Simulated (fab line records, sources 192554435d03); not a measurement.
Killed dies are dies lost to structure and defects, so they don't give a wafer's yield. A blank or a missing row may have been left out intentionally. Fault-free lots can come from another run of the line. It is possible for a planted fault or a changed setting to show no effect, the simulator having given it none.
What tool caused it?    flow n5_finfet    11 lots with 33 wafers sampled at 3 steps, on a route of 1938 steps

## WHAT THE GAUGES SHOWED, per wafer
N5_MOL_CONTACT_COAG_CD_MEAS_40: target cd 25.1 nm.
lot   measured      on         cd_nm (nm)
L075  day 5 10:41   cd_sem-01  25.34 24.95 24.92
L077  day 6 00:04   cd_sem-02  25.27 24.97 25.42
L080  day 7 00:07   cd_sem-03  25.26 25.43 25.33
L082  day 7 04:32   cd_sem-02  24.84 24.88 24.94
L083  day 7 13:19   cd_sem-01  24.75 25.01 25.22
L086  day 8 04:05   cd_sem-02  25.15 25.34 25.03
L088  day 8 23:10   cd_sem-03  24.94 25.05 24.79
L090  day 9 02:40   cd_sem-01  25.22 24.98 25.22
L092  day 9 14:25   cd_sem-01  24.61 25.16 24.87
L094  day 10 07:52  cd_sem-01  25.18 25.03 25.42
L096  day 11 07:30  cd_sem-03  24.98 24.98 25.31

## TOOL THAT RAN EACH LOT (tool first, then ch and the chambers of the sampled wafers, then the start)
lot   N5_MOL_CONTACT_COAG_SPUTTER_143  N5_MOL_CONTACT_COAG_ETCH_89
L075  pvd_sputter-01, day 5 02:49      rie_diel-05 ch 0,1,3, day 5 09:29
L077  pvd_sputter-03, day 5 14:53      rie_diel-05 ch 0,2, day 5 22:58
L080  pvd_sputter-02, day 6 12:23      rie_diel-05 ch 0,1, day 6 22:54
L082  pvd_sputter-01, day 6 19:55      rie_diel-06 ch 0,3, day 7 03:19
L083  pvd_sputter-01, day 7 06:14      rie_diel-02 ch 0,2,3, day 7 12:05
L086  pvd_sputter-01, day 7 20:24      rie_diel-06 ch 0,1,2, day 8 02:51
L088  pvd_sputter-02, day 8 13:18      rie_diel-06 ch 0,1,2, day 8 21:44
L090  pvd_sputter-03, day 8 17:23      rie_diel-05 ch 0,3, day 9 01:34
L092  pvd_sputter-01, day 9 07:23      rie_diel-02 ch 0,2,3, day 9 13:13
L094  pvd_sputter-01, day 9 23:34      rie_diel-05 ch 0,2,3, day 10 06:38
L096  pvd_sputter-02, day 10 20:21     rie_diel-06 ch 0,2, day 11 06:13
- N5_MOL_CONTACT_COAG_SPUTTER_143: material Co, target thk 2.5 nm.
- N5_MOL_CONTACT_COAG_ETCH_89: etches underlayer in N2/H2, target depth 13 nm, time 10.4 s.

## THE ANSWER, worked out from the rows above alone
Rule: what is usual is taken from the lots themselves. Put in order of their means at a reading, lots are off if they are a third of the lots or fewer, leave a main group of 4 or more, and stand apart from it by a gap of 3 or more times the standard deviation of the main group's means; of several such gaps the widest counts. A main group is skipped when, at the precision printed for the reading in the tables above, its means are all equal. A lot without any number at a reading at which 4 lots or more have one is off too. The other lots that the step has rows for count as sound.
Across all readings shown, no lot is off: no conclusion can be drawn from this.

## WHAT THE SIMULATOR HAD INSERTED
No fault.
